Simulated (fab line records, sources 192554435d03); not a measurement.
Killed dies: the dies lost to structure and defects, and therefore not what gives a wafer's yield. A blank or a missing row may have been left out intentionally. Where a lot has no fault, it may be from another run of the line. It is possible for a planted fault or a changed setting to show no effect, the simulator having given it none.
fab line records    flow n5_finfet
[record] lots = 24  wafers = 72  last_day = 18
route steps=1938 shown BEOL_M2@880 BEOL_M3@932
lots with no fault: from the same line, run without faults
start_h: hours from the record's first day to the start of the lot's first wafer shown    wait_h: time in hours since the lot's previous step    " the same as in the row above    L1.1+2: a row that stands for several wafers    - no value present, or no start provided    * or withheld: withheld    < > ~ a bound
route shown NAME@n: NAME is a module with steps in the file, n the number in the route of the first one    usual: mean/standard deviation of fault-free wafers    same: alike in all rows    chamber/n: place in a boat    sites: readings site by site    _std_site: standard deviation of those values    _edge_site: inner sites' mean taken away from outer sites' mean    radius_mm: for every site, how far away it sits from the centre of the wafer    mask NAME#n: copy n    behind: the most recent tool/chamber to have shaped the wafer    hold: the reason the lot was held/the length of the hold in hours/how it ended    device: whichever transistor did not switch (one of n, p or np)    end of line: at the end of the route, the tests of the same wafers    a step without rows: its recipe alone    killed: not the wafer's yield, but the dies lost to structure and defects at the first sort    map: shows each die of a wafer: x if killed, . if not, _ if none is there
set.NAME: the setting the step ran with; set.NAME@STEP: the setting that earlier step ran with    model.NAME: the simulator's own value behind a step, which no gauge read
a sample of lots followed through the steps of the route, with each step as a table and each wafer as a row
services: when a tool's chamber went out of use (start_h, in hours from the record's first day, below 0 if earlier), for how many hours, and the reason
[[steps]]
[step N5_BEOL_M2_ETCH_77]
[recipe] chemistry = N2/H2  target = underlayer  target_depth_a = 65  mask_material = CAR-EUV  time_s = 5.2  ion_energy_ev = 200  pressure_mtorr = 30  source_w = 840  bias_w = 150  n2_flow_sccm = 200  h2_flow_sccm = 200  ends = cleared
[usual] bias_w = 149.9/0.46  drypump_motor_current_A = 5.5/0.43  etch_rf_on_time_s = 5.19/0.094  oes_product_au = 0.67/0.064  rf_vpp_V = 523.9/2.7  showerhead_plenum_p_Torr = 2.54/0.085  throttle_valve_pct = 17.9/0.31
lot.wafer  tool         chamber  start_h  wait_h  bias_w  drypump_motor_current_A  etch_rf_on_time_s  oes_product_au  rf_hours_counter_h  rf_vpp_V  showerhead_plenum_p_Torr  throttle_valve_pct
L074.2     rie_diel-06  1        134.98   0.0     149.6   5.3                      5.13               0.66            118                 519.0     2.46                      18.1
L074.3     "            0        "        "       149.7   5.5                      5.27               0.63            178                 524.2     2.53                      17.6
L074.4     "            3        "        "       149.7   6.5                      5.22               0.61            193                 526.2     2.63                      18.1
L075.1     rie_diel-06  0        135.09   0.0     149.6   5.5                      5.36               0.63            178                 520.7     2.53                      17.6
L075.2     "            3        "        "       150.0   6.5                      5.27               0.61            193                 528.7     2.63                      18.1
L075.3     "            1        "        "       149.1   5.3                      5.23               0.65            118                 521.7     2.46                      18.1
L076.1     rie_diel-06  2        140.06   0.0     149.7   4.9                      5.20               0.70            78                  522.6     2.47                      18.0
L076.2     "            1        "        "       150.6   5.3                      5.14               0.66            119                 521.6     2.46                      18.1
L076.5     "            1        "        "       150.4   5.3                      5.12               0.67            -                   521.3     2.46                      18.1
L077.3     rie_diel-04  0        157.57   0.0     150.6   5.4                      5.10               0.73            55                  529.0     2.70                      18.1
L077.4     "            2        "        "       150.2   5.6                      5.11               0.74            -                   527.2     2.60                      17.4
L077.6     "            3        "        "       149.7   5.5                      5.01               0.79            -                   525.0     2.59                      17.3
L078.4     rie_diel-04  2        165.71   0.0     149.3   5.7                      5.04               0.75            -                   524.6     2.60                      17.4
L078.5     "            0        "        "       149.8   5.4                      5.08               0.71            -                   528.2     2.70                      18.1
L078.6     "            3        "        "       150.4   5.5                      5.01               0.77            -                   522.9     2.59                      17.3
L079.2     rie_diel-04  2        167.07   0.0     149.9   5.7                      5.13               0.74            42                  525.3     2.59                      17.4
L079.3     "            3        "        "       149.5   5.5                      5.04               0.77            30                  524.8     2.59                      17.3
L079.6     "            2        "        "       149.2   5.7                      5.15               0.74            -                   522.4     2.59                      17.4
L080.1     rie_diel-06  2        172.65   0.0     150.3   4.9                      5.15               0.71            89                  519.0     2.47                      18.0
L080.3     "            1        "        "       150.3   5.3                      5.05               0.64            132                 521.5     2.45                      18.1
L080.4     "            0        "        "       149.1   5.5                      5.28               0.62            192                 520.6     2.53                      17.7
L081.1     rie_diel-03  1        176.19   0.0     149.2   5.6                      5.42               0.57            239                 522.0     2.50                      17.9
L081.2     "            2        "        "       149.9   5.7                      5.27               0.74            28                  527.2     2.70                      17.4
L081.6     "            1        "        "       149.3   5.6                      5.34               0.59            -                   523.6     2.50                      17.9
L082.2     rie_diel-03  2        183.41   0.0     149.8   5.7                      5.28               0.75            30                  527.0     2.70                      17.4
L082.4     "            3        "        "       150.5   5.7                      5.19               0.83            1                   525.4     2.61                      18.1
L082.5     "            3        "        "       149.6   5.7                      5.19               0.85            -                   529.5     2.61                      18.1
L084.1     rie_diel-03  3        188.79   0.0     149.7   5.6                      5.19               0.83            3                   525.6     2.61                      18.1
L084.5     "            2        "        "       149.9   5.6                      5.26               0.75            -                   526.8     2.70                      17.4
L084.6     "            1        "        "       150.4   5.6                      5.47               0.58            -                   521.0     2.50                      17.9
L083.3     rie_diel-04  2        189.61   0.0     150.6   5.7                      5.14               0.73            50                  526.5     2.59                      17.4
L083.4     "            0        "        "       150.5   5.4                      5.19               0.69            -                   526.6     2.70                      18.1
L083.5     "            3        "        "       150.0   5.5                      5.02               0.77            -                   525.2     2.59                      17.3
L085.2     rie_diel-06  2        200.78   0.0     150.3   5.0                      5.16               0.69            97                  521.7     2.46                      18.1
L085.4     "            0        "        "       150.2   5.5                      5.26               0.61            202                 523.5     2.52                      17.7
L085.5     "            1        "        "       149.6   5.3                      5.09               0.65            -                   521.6     2.45                      18.2
L086.2     rie_diel-06  2        209.71   0.0     150.8   5.0                      5.21               0.68            100                 523.6     2.46                      18.1
L086.3     "            1        "        "       150.0   5.3                      5.12               0.64            144                 523.5     2.45                      18.2
L086.6     "            1        "        "       150.2   5.3                      5.14               0.64            -                   522.6     2.45                      18.2
L087.2     rie_diel-06  0        212.98   0.0     149.8   5.5                      5.35               0.60            206                 523.1     2.52                      17.7
L087.3     "            3        "        "       149.1   6.5                      5.24               0.60            219                 525.7     2.62                      18.2
L087.5     "            2        "        "       149.4   5.0                      5.23               0.68            -                   520.1     2.46                      18.1
L088.1     rie_diel-06  0        219.32   0.0     149.6   5.5                      5.24               0.62            209                 523.8     2.52                      17.7
L088.4     "            3        "        "       149.7   6.5                      5.20               0.59            222                 528.8     2.62                      18.2
L088.5     "            0        "        "       150.7   5.5                      5.24               0.61            -                   521.6     2.52                      17.7
L089.2     rie_diel-06  3        220.71   0.0     150.9   6.5                      5.16               0.60            222                 525.3     2.62                      18.2
L089.3     "            1        "        "       150.1   5.3                      5.04               0.65            148                 519.9     2.45                      18.2
L089.6     "            3        "        "       150.3   6.5                      5.17               0.60            -                   525.1     2.62                      18.2
L090.2     rie_diel-04  1        224.88   0.0     149.6   5.8                      5.16               0.80            19                  525.5     2.60                      17.7
L090.3     "            0        "        "       150.5   5.4                      5.23               0.69            80                  528.4     2.69                      18.2
L090.5     "            0        "        "       150.2   5.4                      5.21               0.68            -                   528.7     2.69                      18.2
L091.1     rie_diel-06  2        231.31   0.0     149.9   5.0                      5.21               0.68            108                 519.3     2.46                      18.1
L091.4     "            2        "        "       150.5   5.0                      5.23               0.68            -                   523.2     2.46                      18.0
L091.5     "            1        "        "       149.8   5.4                      5.10               0.64            -                   521.3     2.45                      18.2
L092.1     rie_diel-06  3        237.64   0.0     150.6   6.5                      5.20               0.60            223                 524.9     2.62                      18.2
L092.2     "            0        "        "       149.6   5.5                      5.30               0.60            215                 522.6     2.52                      17.7
L092.3     "            1        "        "       150.7   5.3                      5.09               0.64            155                 522.6     2.45                      18.2
L093.3     rie_diel-06  3        246.74   0.0     149.8   6.5                      5.20               0.60            225                 528.4     2.62                      18.2
L093.5     "            1        "        "       149.7   5.3                      5.10               0.64            -                   520.6     2.44                      18.2
L093.6     "            0        "        "       150.2   5.5                      5.27               0.60            -                   523.2     2.52                      17.7
L094.1     rie_diel-06  0        250.70   0.0     150.2   5.5                      5.27               0.60            220                 522.4     2.52                      17.7
L094.4     "            3        "        "       150.3   6.5                      5.24               0.59            227                 528.4     2.62                      18.2
L094.5     "            3        "        "       150.5   6.5                      5.18               0.59            -                   524.4     2.62                      18.2
L095.2     rie_diel-06  2        264.53   0.0     149.8   5.0                      5.26               0.66            118                 521.3     2.45                      18.1
L095.4     "            0        "        "       148.9   5.5                      5.24               0.60            226                 523.1     2.51                      17.7
L095.6     "            2        "        "       149.9   5.0                      5.20               0.67            -                   521.9     2.45                      18.1
L096.1     rie_diel-06  1        264.72   0.0     149.5   5.3                      5.14               0.64            164                 519.4     2.44                      18.2
L096.2     "            0        "        "       150.1   5.5                      5.29               0.59            226                 524.3     2.51                      17.7
L096.4     "            3        "        "       148.9   6.5                      5.26               0.59            232                 527.3     2.62                      18.2
L097.2     rie_diel-04  1        272.58   0.0     150.4   5.7                      5.23               0.75            35                  525.1     2.59                      17.7
L097.4     "            2        "        "       149.7   5.7                      5.25               0.69            80                  523.6     2.58                      17.4
L097.5     "            0        "        "       149.9   5.4                      5.22               0.67            -                   527.0     2.68                      18.2
[step N5_BEOL_M2_TRENCH_ETCH_37]
[recipe] chemistry = C4F6/O2  target_depth_a = 555.55  target = SiOC  time_s = 29.2  ion_energy_ev = 250  pressure_mtorr = 30  source_w = 355  bias_w = 185  Ar_flow_sccm = 300  C4F6_flow_sccm = 10  O2_flow_sccm = 10
[usual] bias_w = 184.9/0.61  drypump_motor_current_A = 5.54/0.28  oes_product_au = 0.84/0.071  rf_vpp_V = 666/6  showerhead_plenum_p_Torr = 2.89/0.077  throttle_valve_pct = 20.8/0.31
lot.wafer  tool         chamber  start_h  wait_h  bias_w  drypump_motor_current_A  oes_product_au  rf_hours_counter_h  rf_vpp_V  showerhead_plenum_p_Torr  throttle_valve_pct
L074.2     rie_diel-06  0        -        -       185.2   5.46                     0.73            179                 658       2.84                      20.7
L074.3     "            3        "        "       185.6   6.50                     0.72            194                 674       2.94                      21.0
L074.4     "            2        "        "       184.5   4.99                     0.83            77                  662       2.78                      21.1
L075.1     rie_diel-03  1        -        -       186.4   5.56                     0.69            223                 673       2.82                      20.9
L075.2     "            3        "        "       185.3   5.70                     0.68            248                 672       2.92                      21.4
L075.3     "            2        "        "       185.0   5.70                     0.93            12                  683       3.03                      20.5
L076.1     rie_diel-06  2        -        -       184.3   4.99                     0.83            80                  664       2.78                      21.1
L076.2     "            0        "        "       184.8   5.48                     0.73            182                 659       2.84                      20.7
L076.5     "            1        "        "       183.5   5.32                     0.77            -                   659       2.74                      21.1
L077.3     rie_diel-04  0        -        -       184.7   5.40                     0.83            55                  666       3.00                      21.1
L077.4     "            3        "        "       185.2   5.54                     0.91            -                   665       2.90                      20.3
L077.6     "            2        "        "       184.9   5.68                     0.87            -                   666       2.90                      20.4
L078.4     rie_diel-04  2        -        -       185.1   5.67                     0.87            -                   666       2.90                      20.4
L078.5     "            0        "        "       185.1   5.40                     0.84            -                   665       2.99                      21.1
L078.6     "            3        "        "       186.1   5.53                     0.92            -                   665       2.90                      20.3
L079.2     rie_diel-04  2        -        -       185.7   5.67                     0.87            44                  665       2.90                      20.4
L079.3     "            0        "        "       184.5   5.42                     0.82            60                  665       2.99                      21.1
L079.6     "            1        "        "       184.5   5.74                     0.97            -                   667       2.92                      20.7
L080.1     rie_diel-04  1        -        -       184.7   5.74                     0.96            3                   668       2.92                      20.7
L080.3     "            2        "        "       185.4   5.67                     0.85            45                  667       2.90                      20.4
L080.4     "            3        "        "       185.0   5.52                     0.90            33                  662       2.90                      20.4
L081.1     rie_diel-04  0        -        -       185.6   5.41                     0.83            63                  665       2.99                      21.1
L081.2     "            1        "        "       186.2   5.73                     0.96            5                   667       2.92                      20.7
L081.6     "            1        "        "       185.4   5.77                     0.96            -                   667       2.92                      20.7
L082.2     rie_diel-04  3        -        -       183.7   5.53                     0.91            37                  664       2.89                      20.4
L082.4     "            3        "        "       184.5   5.53                     0.90            -                   664       2.89                      20.3
L082.5     "            2        "        "       184.9   5.67                     0.86            -                   665       2.89                      20.4
L084.1     rie_diel-04  2        -        -       185.1   5.68                     0.85            50                  666       2.89                      20.4
L084.5     "            3        "        "       184.9   5.55                     0.89            -                   664       2.89                      20.3
L084.6     "            2        "        "       184.6   5.69                     0.84            -                   667       2.89                      20.4
L083.3     rie_diel-03  2        -        -       185.2   5.66                     0.87            33                  681       3.02                      20.5
L083.4     "            0        "        "       184.8   5.07                     0.86            45                  657       2.78                      20.9
L083.5     "            1        "        "       185.1   5.55                     0.67            -                   673       2.81                      20.9
L085.2     rie_diel-03  3        -        -       184.7   5.70                     0.97            8                   670       2.91                      21.1
L085.4     "            2        "        "       184.3   5.69                     0.87            36                  679       3.02                      20.5
L085.5     "            3        "        "       184.3   5.67                     0.97            -                   672       2.91                      21.1
L086.2     rie_diel-04  1        -        -       185.7   5.75                     0.91            15                  667       2.92                      20.7
L086.3     "            0        "        "       184.8   5.39                     0.81            76                  665       2.99                      21.1
L086.6     "            1        "        "       184.5   5.73                     0.93            -                   669       2.92                      20.7
L088.1     rie_diel-03  3        -        -       184.5   5.67                     0.94            18                  672       2.91                      21.1
L088.4     "            2        "        "       185.7   5.65                     0.86            -                   681       3.02                      20.5
L088.5     "            0        "        "       184.7   5.07                     0.85            -                   657       2.78                      20.9
L087.2     rie_diel-06  2        -        -       185.5   4.99                     0.80            105                 663       2.77                      21.1
L087.3     "            1        "        "       185.9   5.31                     0.74            149                 657       2.73                      21.2
L087.5     "            1        "        "       185.5   5.31                     0.75            -                   657       2.73                      21.2
L089.2     rie_diel-04  2        -        -       184.9   5.67                     0.83            63                  666       2.89                      20.4
L089.3     "            1        "        "       184.6   5.76                     0.91            20                  667       2.91                      20.7
L089.6     "            1        "        "       184.5   5.75                     0.91            -                   667       2.91                      20.7
L090.2     rie_diel-04  2        -        -       184.7   5.67                     0.83            65                  666       2.89                      20.4
L090.3     "            1        "        "       185.8   5.76                     0.92            21                  666       2.91                      20.7
L090.5     "            2        "        "       184.2   5.64                     0.84            -                   666       2.89                      20.4
L091.1     rie_diel-03  2        -        -       184.9   5.68                     0.85            54                  680       3.01                      20.5
L091.4     "            3        "        "       184.6   5.69                     0.93            22                  672       2.91                      21.1
L091.5     "            2        "        "       185.3   5.66                     0.84            -                   679       3.01                      20.5
L092.1     rie_diel-06  0        -        -       185.0   5.48                     0.71            216                 658       2.82                      20.7
L092.2     "            3        "        "       184.1   6.48                     0.69            224                 674       2.93                      21.0
L092.3     "            1        "        "       185.5   5.31                     0.75            155                 657       2.73                      21.2
L093.3     rie_diel-04  2        -        -       185.2   5.68                     0.82            72                  667       2.88                      20.4
L093.5     "            0        "        "       185.4   5.41                     0.80            -                   666       2.98                      21.1
L093.6     "            1        "        "       185.4   5.72                     0.90            -                   666       2.91                      20.7
L094.1     rie_diel-04  0        -        -       185.5   5.41                     0.78            90                  666       2.98                      21.1
L094.4     "            2        "        "       184.9   5.66                     0.82            73                  666       2.88                      20.4
L094.5     "            1        "        "       185.5   5.75                     0.90            -                   667       2.91                      20.7
L095.2     rie_diel-04  3        -        -       184.5   5.54                     0.85            69                  665       2.88                      20.4
L095.4     "            2        "        "       184.8   5.65                     0.81            81                  666       2.88                      20.4
L095.6     "            0        "        "       184.6   5.43                     0.78            -                   665       2.98                      21.1
L096.1     rie_diel-03  3        -        -       184.8   5.68                     0.89            35                  673       2.90                      21.1
L096.2     "            0        "        "       184.7   5.07                     0.82            80                  654       2.77                      20.9
L096.4     "            1        "        "       184.2   5.55                     0.90            -                   672       2.80                      20.6
L097.2     rie_diel-03  0        -        -       185.9   5.11                     0.81            82                  657       2.77                      20.9
L097.4     "            3        "        "       184.6   5.67                     0.89            -                   671       2.90                      21.1
L097.5     "            0        "        "       186.1   5.09                     0.81            -                   655       2.77                      20.9
[step N5_BEOL_M2_PRE_CLEAN_45]
[recipe] gas = H2/He  time_s = 30  temp_c = 250
[usual] heater_power_w = 336/40
lot.wafer  tool            chamber  start_h  wait_h  heater_power_w
L074.2     pvd_sputter-01  -        139.46   0.0     333
L074.3     "               -        "        "       328
L074.4     "               -        "        "       279
L075.1     pvd_sputter-02  -        142.05   0.0     354
L075.2     "               -        "        "       405
L075.3     "               -        "        "       318
L076.1     pvd_sputter-01  -        149.04   0.0     338
L076.2     "               -        "        "       346
L076.5     "               -        "        "       324
L077.3     pvd_sputter-02  -        159.73   0.0     407
L077.4     "               -        "        "       340
L077.6     "               -        "        "       310
L078.4     pvd_sputter-02  -        167.05   0.0     321
L078.5     "               -        "        "       341
L078.6     "               -        "        "       403
L079.2     pvd_sputter-03  -        171.86   0.0     276
L079.3     "               -        "        "       312
L079.6     "               -        "        "       323
L080.1     pvd_sputter-03  -        175.03   0.0     310
L080.3     "               -        "        "       312
L080.4     "               -        "        "       335
L081.1     pvd_sputter-01  -        185.14   0.0     336
L081.2     "               -        "        "       273
L081.6     "               -        "        "       351
L082.2     pvd_sputter-02  -        188.72   0.0     345
L082.4     "               -        "        "       315
L082.5     "               -        "        "       394
L084.1     pvd_sputter-02  -        192.00   0.0     318
L084.5     "               -        "        "       401
L084.6     "               -        "        "       401
L083.3     pvd_sputter-02  -        192.08   0.0     354
L083.4     "               -        "        "       402
L083.5     "               -        "        "       408
L085.2     pvd_sputter-01  -        202.89   0.0     344
L085.4     "               -        "        "       315
L085.5     "               -        "        "       321
L086.2     pvd_sputter-03  -        215.22   0.0     342
L086.3     "               -        "        "       287
L086.6     "               -        "        "       287
L088.1     pvd_sputter-01  -        225.55   0.0     348
L088.4     "               -        "        "       269
L088.5     "               -        "        "       332
L087.2     pvd_sputter-01  -        225.80   0.0     349
L087.3     "               -        "        "       324
L087.5     "               -        "        "       345
L089.2     pvd_sputter-01  -        229.17   0.0     340
L089.3     "               -        "        "       320
L089.6     "               -        "        "       354
L090.2     pvd_sputter-03  -        232.86   0.0     345
L090.3     "               -        "        "       320
L090.5     "               -        "        "       285
L091.1     pvd_sputter-01  -        241.44   0.0     342
L091.4     "               -        "        "       276
L091.5     "               -        "        "       279
L092.1     pvd_sputter-01  -        241.52   0.0     284
L092.2     "               -        "        "       348
L092.3     "               -        "        "       327
L093.3     pvd_sputter-02  -        251.30   0.0     411
L093.5     "               -        "        "       400
L093.6     "               -        "        "       310
L094.1     pvd_sputter-03  -        254.57   0.0     313
L094.4     "               -        "        "       342
L094.5     "               -        "        "       326
L095.2     pvd_sputter-02  -        276.91   0.0     348
L095.4     "               -        "        "       412
L095.6     "               -        "        "       413
L096.1     pvd_sputter-01  -        279.57   0.0     338
L096.2     "               -        "        "       276
L096.4     "               -        "        "       323
L097.2     pvd_sputter-03  -        282.83   0.0     321
L097.4     "               -        "        "       286
L097.5     "               -        "        "       306
[step N5_BEOL_M2_SPUTTER_88]
[recipe] material = Cu  target_thk_a = 45  temp_c = -20  chamber_pressure_pa = 0.07  power_w = withheld  time_s = 8.29
[usual] throttle_valve_pct = 30.2/0.96
lot.wafer  tool            chamber  start_h  wait_h  throttle_valve_pct
L074.2     pvd_sputter-01  -        140.92   0.1     30.6
L074.3     "               -        "        "       29.9
L074.4     "               -        "        "       30.8
L075.1     pvd_sputter-01  -        144.14   0.1     29.8
L075.2     "               -        "        "       30.8
L075.3     "               -        "        "       29.6
L076.1     pvd_sputter-02  -        150.79   0.1     30.2
L076.2     "               -        "        "       30.3
L076.5     "               -        "        "       28.0
L077.3     pvd_sputter-01  -        161.30   0.1     29.7
L077.4     "               -        "        "       30.5
L077.6     "               -        "        "       30.9
L078.4     pvd_sputter-02  -        168.45   0.1     28.1
L078.5     "               -        "        "       33.0
L078.6     "               -        "        "       30.3
L079.2     pvd_sputter-03  -        173.51   0.1     30.7
L079.3     "               -        "        "       30.1
L079.6     "               -        "        "       29.8
L080.1     pvd_sputter-01  -        176.56   0.1     30.7
L080.3     "               -        "        "       29.7
L080.4     "               -        "        "       29.7
L081.1     pvd_sputter-01  -        187.00   0.1     30.6
L081.2     "               -        "        "       30.0
L081.6     "               -        "        "       30.0
L082.2     pvd_sputter-03  -        191.13   0.1     30.2
L082.4     "               -        "        "       30.6
L082.5     "               -        "        "       31.1
L084.1     pvd_sputter-02  -        193.48   0.1     33.1
L084.5     "               -        "        "       30.3
L084.6     "               -        "        "       28.0
L083.3     pvd_sputter-01  -        193.59   0.1     31.0
L083.4     "               -        "        "       29.8
L083.5     "               -        "        "       29.7
L085.2     pvd_sputter-01  -        205.97   0.1     30.8
L085.4     "               -        "        "       29.8
L085.5     "               -        "        "       30.7
L086.2     pvd_sputter-02  -        216.76   0.1     33.4
L086.3     "               -        "        "       29.9
L086.6     "               -        "        "       29.9
L088.1     pvd_sputter-03  -        226.94   0.1     29.9
L088.4     "               -        "        "       29.0
L088.5     "               -        "        "       30.8
L087.2     pvd_sputter-03  -        228.78   0.1     28.8
L087.3     "               -        "        "       31.0
L087.5     "               -        "        "       29.1
L089.2     pvd_sputter-03  -        230.62   0.1     31.1
L089.3     "               -        "        "       28.8
L089.6     "               -        "        "       30.7
L090.2     pvd_sputter-01  -        235.66   0.1     30.6
L090.3     "               -        "        "       29.9
L090.5     "               -        "        "       31.0
L092.1     pvd_sputter-01  -        242.96   0.1     30.9
L092.2     "               -        "        "       29.6
L092.3     "               -        "        "       30.7
L091.1     pvd_sputter-03  -        243.25   0.1     30.1
L091.4     "               -        "        "       28.8
L091.5     "               -        "        "       29.9
L093.3     pvd_sputter-01  -        252.97   0.1     29.7
L093.5     "               -        "        "       30.0
L093.6     "               -        "        "       29.6
L094.1     pvd_sputter-03  -        256.29   0.1     30.5
L094.4     "               -        "        "       29.9
L094.5     "               -        "        "       29.9
L095.2     pvd_sputter-03  -        278.45   0.1     30.2
L095.4     "               -        "        "       30.6
L095.6     "               -        "        "       31.0
L096.1     pvd_sputter-03  -        280.97   0.1     30.7
L096.2     "               -        "        "       30.5
L096.4     "               -        "        "       30.0
L097.2     pvd_sputter-03  -        284.61   0.1     30.8
L097.4     "               -        "        "       30.7
L097.5     "               -        "        "       30.6
[step N5_BEOL_M2_SPUTTER_90]
[recipe] material = Cu  target_thk_a = 45  temp_c = -20  chamber_pressure_pa = 0.07  power_w = withheld  time_s = 8.29
[usual] throttle_valve_pct = 30.2/0.95
lot.wafer  tool            chamber  start_h  wait_h  throttle_valve_pct
L074.2     pvd_sputter-01  -        141.14   0.1     30.8
L074.3     "               -        "        "       29.9
L074.4     "               -        "        "       30.6
L075.1     pvd_sputter-01  -        144.36   0.1     29.7
L075.2     "               -        "        "       30.4
L075.3     "               -        "        "       29.9
L076.1     pvd_sputter-02  -        151.01   0.1     30.3
L076.2     "               -        "        "       30.5
L076.5     "               -        "        "       28.4
L077.3     pvd_sputter-01  -        161.52   0.1     29.7
L077.4     "               -        "        "       30.8
L077.6     "               -        "        "       30.8
L078.4     pvd_sputter-02  -        168.67   0.1     28.1
L078.5     "               -        "        "       33.1
L078.6     "               -        "        "       30.1
L079.2     pvd_sputter-03  -        173.73   0.1     30.7
L079.3     "               -        "        "       30.0
L079.6     "               -        "        "       29.8
L080.1     pvd_sputter-01  -        176.78   0.1     31.0
L080.3     "               -        "        "       29.7
L080.4     "               -        "        "       29.7
L081.1     pvd_sputter-01  -        187.22   0.1     30.8
L081.2     "               -        "        "       29.8
L081.6     "               -        "        "       29.7
L082.2     pvd_sputter-03  -        191.35   0.1     29.6
L082.4     "               -        "        "       30.8
L082.5     "               -        "        "       31.0
L084.1     pvd_sputter-02  -        193.70   0.1     32.9
L084.5     "               -        "        "       30.2
L084.6     "               -        "        "       28.1
L083.3     pvd_sputter-01  -        193.81   0.1     30.8
L083.4     "               -        "        "       29.9
L083.5     "               -        "        "       29.7
L085.2     pvd_sputter-01  -        206.19   0.1     30.7
L085.4     "               -        "        "       29.7
L085.5     "               -        "        "       31.2
L086.2     pvd_sputter-02  -        216.98   0.1     33.0
L086.3     "               -        "        "       30.0
L086.6     "               -        "        "       30.2
L088.1     pvd_sputter-03  -        227.16   0.1     29.9
L088.4     "               -        "        "       29.1
L088.5     "               -        "        "       31.0
L087.2     pvd_sputter-03  -        229.00   0.1     28.7
L087.3     "               -        "        "       31.0
L087.5     "               -        "        "       28.7
L089.2     pvd_sputter-03  -        230.84   0.1     30.8
L089.3     "               -        "        "       29.0
L089.6     "               -        "        "       31.0
L090.2     pvd_sputter-01  -        235.88   0.1     30.6
L090.3     "               -        "        "       29.8
L090.5     "               -        "        "       30.6
L092.1     pvd_sputter-01  -        243.18   0.1     30.6
L092.2     "               -        "        "       29.7
L092.3     "               -        "        "       31.0
L091.1     pvd_sputter-03  -        243.47   0.1     29.9
L091.4     "               -        "        "       28.9
L091.5     "               -        "        "       29.7
L093.3     pvd_sputter-01  -        253.19   0.1     29.7
L093.5     "               -        "        "       29.9
L093.6     "               -        "        "       29.9
L094.1     pvd_sputter-03  -        256.51   0.1     30.5
L094.4     "               -        "        "       30.1
L094.5     "               -        "        "       30.2
L095.2     pvd_sputter-03  -        278.67   0.1     29.8
L095.4     "               -        "        "       30.5
L095.6     "               -        "        "       31.1
L096.1     pvd_sputter-03  -        281.19   0.1     30.8
L096.2     "               -        "        "       30.6
L096.4     "               -        "        "       29.9
L097.2     pvd_sputter-03  -        284.83   0.1     31.0
L097.4     "               -        "        "       30.7
L097.5     "               -        "        "       30.7
[step N5_BEOL_M3_THK_MEAS_01]
[recipe] reads = SiOC_of_BEOL_M3_ILD_DEP_00
[usual] M3_ILD_THK = 78.9/0.95
lot.wafer  tool           chamber  start_h  wait_h  M3_ILD_THK[nm]
L074.2     film_metro-01  -        144.22   0.1     79.3
L074.3     "              -        "        "       79.3
L074.4     "              -        "        "       80.4
L075.1     film_metro-01  -        146.20   0.0     76.4
L075.2     "              -        "        "       77.0
L075.3     "              -        "        "       77.5
L076.1     film_metro-01  -        152.84   0.0     78.8
L076.2     "              -        "        "       79.0
L076.5     "              -        "        "       80.0
L077.3     film_metro-01  -        163.38   0.1     79.0
L077.4     "              -        "        "       79.4
L077.6     "              -        "        "       79.7
L078.4     film_metro-01  -        170.51   0.0     79.3
L078.5     "              -        "        "       79.5
L078.6     "              -        "        "       79.3
L079.2     film_metro-01  -        175.57   0.1     78.1
L079.3     "              -        "        "       78.8
L079.6     "              -        "        "       77.8
L080.1     film_metro-01  -        178.62   0.0     78.6
L080.3     "              -        "        "       78.6
L080.4     "              -        "        "       78.7
L081.1     film_metro-01  -        189.79   0.0     79.0
L081.2     "              -        "        "       77.4
L081.6     "              -        "        "       78.6
L082.2     film_metro-02  -        193.39   0.1     78.4
L082.4     "              -        "        "       80.0
L082.5     "              -        "        "       79.2
L084.1     film_metro-02  -        195.58   0.0     77.4
L084.5     "              -        "        "       79.7
L084.6     "              -        "        "       79.8
L083.3     film_metro-02  -        195.64   0.1     78.0
L083.4     "              -        "        "       79.5
L083.5     "              -        "        "       79.4
L085.2     film_metro-01  -        208.05   0.1     77.3
L085.4     "              -        "        "       78.6
L085.5     "              -        "        "       77.7
L086.2     film_metro-01  -        218.91   0.1     78.5
L086.3     "              -        "        "       80.0
L086.6     "              -        "        "       80.0
L088.1     film_metro-01  -        229.08   0.0     78.5
L088.4     "              -        "        "       78.9
L088.5     "              -        "        "       78.8
L087.2     film_metro-02  -        231.16   0.1     79.7
L087.3     "              -        "        "       80.4
L087.5     "              -        "        "       82.1
L089.2     film_metro-01  -        232.72   0.1     79.1
L089.3     "              -        "        "       78.0
L089.6     "              -        "        "       80.5
L090.2     film_metro-01  -        237.83   0.1     77.7
L090.3     "              -        "        "       77.7
L090.5     "              -        "        "       79.6
L092.1     film_metro-02  -        245.04   0.0     79.1
L092.2     "              -        "        "       78.3
L092.3     "              -        "        "       78.6
L091.1     film_metro-02  -        245.30   0.0     78.2
L091.4     "              -        "        "       78.6
L091.5     "              -        "        "       79.5
L093.3     film_metro-02  -        255.04   0.1     77.8
L093.5     "              -        "        "       79.1
L093.6     "              -        "        "       78.3
L094.1     film_metro-01  -        258.46   0.1     78.3
L094.4     "              -        "        "       79.2
L094.5     "              -        "        "       78.3
L095.2     film_metro-02  -        280.52   0.1     79.0
L095.4     "              -        "        "       79.2
L095.6     "              -        "        "       80.3
L096.1     film_metro-01  -        283.03   0.0     77.5
L096.2     "              -        "        "       78.7
L096.4     "              -        "        "       79.6
L097.2     film_metro-01  -        286.79   0.1     78.7
L097.4     "              -        "        "       80.7
L097.5     "              -        "        "       79.7
[[services]]
tool            chamber  start_h  hours  kind
rie_diel-03     0        111.09   14.0   repair
pvd_sputter-03  -        134.61   4.0    repair
rie_diel-03     3        148.21   -      clean
rie_diel-03     3        148.21   -      consumable_replace:focus_ring
rie_diel-03     3        148.21   29.4   scheduled_down
rie_diel-03     3        148.21   29.4   vent_cycle
rie_diel-04     1        149.34   -      clean
rie_diel-04     1        149.34   -      consumable_replace:focus_ring
rie_diel-04     1        149.34   18.4   scheduled_down
rie_diel-04     1        149.34   18.4   vent_cycle
rie_diel-03     1        211.40   -      clean
rie_diel-03     1        211.40   -      consumable_replace:focus_ring
rie_diel-03     1        211.40   17.4   scheduled_down
rie_diel-03     1        211.40   17.4   vent_cycle
rie_diel-06     3        226.21   11.0   repair
rie_diel-03     2        276.78   12.1   repair
[[key]]
fault none
